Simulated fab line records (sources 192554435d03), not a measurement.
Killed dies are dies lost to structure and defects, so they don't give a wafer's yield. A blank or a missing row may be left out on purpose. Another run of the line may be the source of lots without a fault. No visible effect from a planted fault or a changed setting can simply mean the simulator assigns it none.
Chamber matching | flow n5-finfet | 4 sister chambers for N5_HKMG_FIN_ETCH_86 on rie-diel-03
The step etches SOC in N2/H2, stops on TiN, target depth 393.2 nm. 4 wafers are shown with their chamber, then 7 later ones without.

WAFERS, EACH WITH ITS CHAMBER
wafer  | chamber | throttle-valve-pct (%)
L075.4 | 0       | 18.0
L084.1 | 1       | 17.6
L088.1 | 3       | 17.9
L088.4 | 2       | 17.7

WAFERS WHOSE CHAMBER IS MISSING
wafer  | throttle-valve-pct (%)
L088.5 | 18.0
L090.1 | 17.7
L090.5 | 17.6
L090.6 | 17.9
L095.1 | 17.6
L095.3 | 17.8
L095.6 | 17.8

THE CHAMBER EACH PASSED THROUGH
wafer  | from the rows above               | in truth
L088.5 | can't be placed: 0 or 3           | 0
L090.1 | can't be placed: 2 or 1           | 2
L090.5 | can't be placed: 1 or 2           | 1
L090.6 | can't be placed: 3 or 0           | 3
L095.1 | can't be placed: 1 or 2           | 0
L095.3 | can't be placed: 3 or 2 or 0 or 1 | 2
L095.6 | can't be placed: 3 or 2 or 0 or 1 | 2
Correctly placed: 0 of 7. Can't be placed from these rows: 7 (the true chamber is among the candidates in 6). Wrongly placed: 0.
How it was worked out, from the rows above alone: a wafer's distance from a chamber is the root of the sum, over the readings, of the square of ((its reading less the chamber's mean) divided by the reading's scatter). If the next closest chamber is less than 2 further off than the closest, the wafer can't be placed; otherwise it belongs to the closest. A chamber's mean is the mean of its shown wafers. The scatter (one wafer shown for each chamber): square how far every hidden wafer sits from the nearest shown wafer, average those squares and take the square root.
